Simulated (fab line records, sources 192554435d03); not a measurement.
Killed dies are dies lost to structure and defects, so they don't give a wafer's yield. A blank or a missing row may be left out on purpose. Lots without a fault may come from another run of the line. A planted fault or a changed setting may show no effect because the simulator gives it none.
Split-lot experiment | flow n5_finfet | 7 lots, 21 wafers read, on a route of 1938 steps

THE SPLIT
At N5_MOL_CONTACT_COAG_EXPOSE_05 (exposes mask CA, defocus 0 nm), the setting dose_mj was moved away from the recipe's 38.25 on 7 of the 21 wafers read, by -4.5% to +3.8%. The other wafers ran this setting at the recipe's value.

FROM THE SPLIT TO THE READING: what the file shows between them, 7 steps
- N5_MOL_CONTACT_COAG_PEB_06: peb time 60 s
- N5_MOL_CONTACT_COAG_DEVELOP_07: develop time 30 s
- N5_MOL_CONTACT_COAG_DESCUM_13: chemistry O2, time 7 s
- N5_MOL_CONTACT_COAG_ETCH_59: etches underlayer in N2/H2, target depth 13 nm, time 10.4 s
- N5_MOL_CONTACT_COAG_ETCH_105: etches SiARC in CF4, target depth 15.6 nm, time 26 s
- N5_MOL_CONTACT_COAG_CONTACT_ETCH_14: etches SiO2 in C4F6/O2, target depth 27.5 nm, overetch 8.5 nm, time 20 s (also split here: source_w)
- N5_MOL_CONTACT_COAG_STRIP_109: strips in C4F6/O2

THE READING
MOL_CONTACT_COAG.cd_offset_nm (the simulator's own value, which no gauge read), in nm, at N5_MOL_CONTACT_COAG_ETCH_15 (etches SiNx in CH3F/O2, stops on Si:P, target depth 7 nm). The file gives no usual value for it. The 14 wafers here that ran the recipe average -0.1 nm, standard deviation 0.15 nm.

wafer  | tool, chamber at the split | dose_mj as run | against the recipe | MOL_CONTACT_COAG.cd_offset_nm, nm | against lot-mates on the recipe
L074.3 | euv_scanner-02, 0          | 39.7           | +3.8%              | 0.6                               | no lot-mate on the recipe
L074.5 | euv_scanner-02, 0          | 39.7           | +3.8%              | 1                                 | no lot-mate on the recipe
L074.6 | euv_scanner-02, 0          | 39.7           | +3.8%              | 1                                 | no lot-mate on the recipe
L076.1 | euv_scanner-02, 0          | 39.29          | +2.7%              | 0.4                               | +0.4
L076.4 | euv_scanner-02, 0          | 38.25          | recipe             | 0                                 | -
L076.6 | euv_scanner-02, 0          | 38.25          | recipe             | 0                                 | -
L079.1 | euv_scanner-02, 0          | 38.25          | recipe             | 0                                 | -
L079.2 | euv_scanner-02, 0          | 38.25          | recipe             | 0                                 | -
L079.6 | euv_scanner-02, 0          | 38.25          | recipe             | 0                                 | -
L082.4 | euv_scanner-02, 0          | 38.25          | recipe             | -0.2                              | -
L082.5 | euv_scanner-02, 0          | 38.25          | recipe             | -0.2                              | -
L082.6 | euv_scanner-02, 0          | 38.25          | recipe             | -0.2                              | -
L085.4 | euv_scanner-01, 0          | 38.25          | recipe             | 0                                 | -
L085.5 | euv_scanner-01, 0          | 39             | +2.0%              | 0.2                               | +0.1
L085.6 | euv_scanner-01, 0          | 38.25          | recipe             | 0.2                               | -
L087.1 | euv_scanner-01, 0          | 36.51          | -4.5%              | -1                                | -1.0
L087.4 | euv_scanner-01, 0          | 36.51          | -4.5%              | -1                                | -1.0
L087.2 | euv_scanner-01, 0          | 38.25          | recipe             | 0                                 | -
L090.2 | euv_scanner-02, 0          | 38.25          | recipe             | -0.4                              | -
L090.5 | euv_scanner-02, 0          | 38.25          | recipe             | -0.2                              | -
L090.6 | euv_scanner-02, 0          | 38.25          | recipe             | -0.2                              | -

THE FIT
A straight line over all 21 wafers: MOL_CONTACT_COAG.cd_offset_nm changes by +0.219 nm for each +1% of dose_mj; r = +0.95; the points scatter about the line by 0.16 nm.
The same after taking each lot's own level away (the mean of its wafers on the recipe; 18 wafers): +0.194 nm for each +1%; r = +0.96; scatter 0.096 nm.
On that fit, the largest move of dose_mj shifts the reading by 0.88 nm.
The lots' own levels span -0.27 to 0.10 nm, that is 2.5 times the standard deviation above.
So the lot-to-lot level changes the slope: the two fits differ.
Check: with one of the wafers moved furthest among these (-4.5%) left out of the fit, the line predicts -0.862 nm for it against its lot-mates. It came out at -1 nm against them.

OTHER SPLITS ON THESE WAFERS
These wafers also went through other splits before the reading. Each is held against what the fit with the lots' levels taken away leaves over:
other split on the same wafers               | wafers away from the commonest value | r with MOL_CONTACT_COAG.cd_offset_nm (lot level and that fit taken away)
N5_MOL_CONTACT_COAG_CONTACT_ETCH_14 source_w | 9                                    | +0.44

THE WHOLE CHAIN: every reading that the file lists as answering this split, in the file's order
step                         | what it does                                                | reading                                                                        | change (the file's fit)               | r (the file's)
N5_MOL_CONTACT_COAG_ETCH_59  | etches underlayer in N2/H2, target depth 13 nm, time 10.4 s | MOL_CONTACT_COAG.cd_offset_nm (the simulator's own value, which no gauge read) | +0.228 nm for each +1% of the setting | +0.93
N5_MOL_CONTACT_COAG_ETCH_105 | etches SiARC in CF4, target depth 15.6 nm, time 26 s        | MOL_CONTACT_COAG.cd_offset_nm (the simulator's own value, which no gauge read) | +0.243 nm for each +1% of the setting | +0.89
N5_MOL_CONTACT_COAG_ETCH_15  | etches SiNx in CH3F/O2, stops on Si:P, target depth 7 nm    | MOL_CONTACT_COAG.cd_offset_nm (the simulator's own value, which no gauge read) | +0.183 nm for each +1% of the setting | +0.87

THE FILE'S OWN FIT
MOL_CONTACT_COAG.cd_offset_nm changes by +0.183 nm for each +1% of dose_mj, r = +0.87.
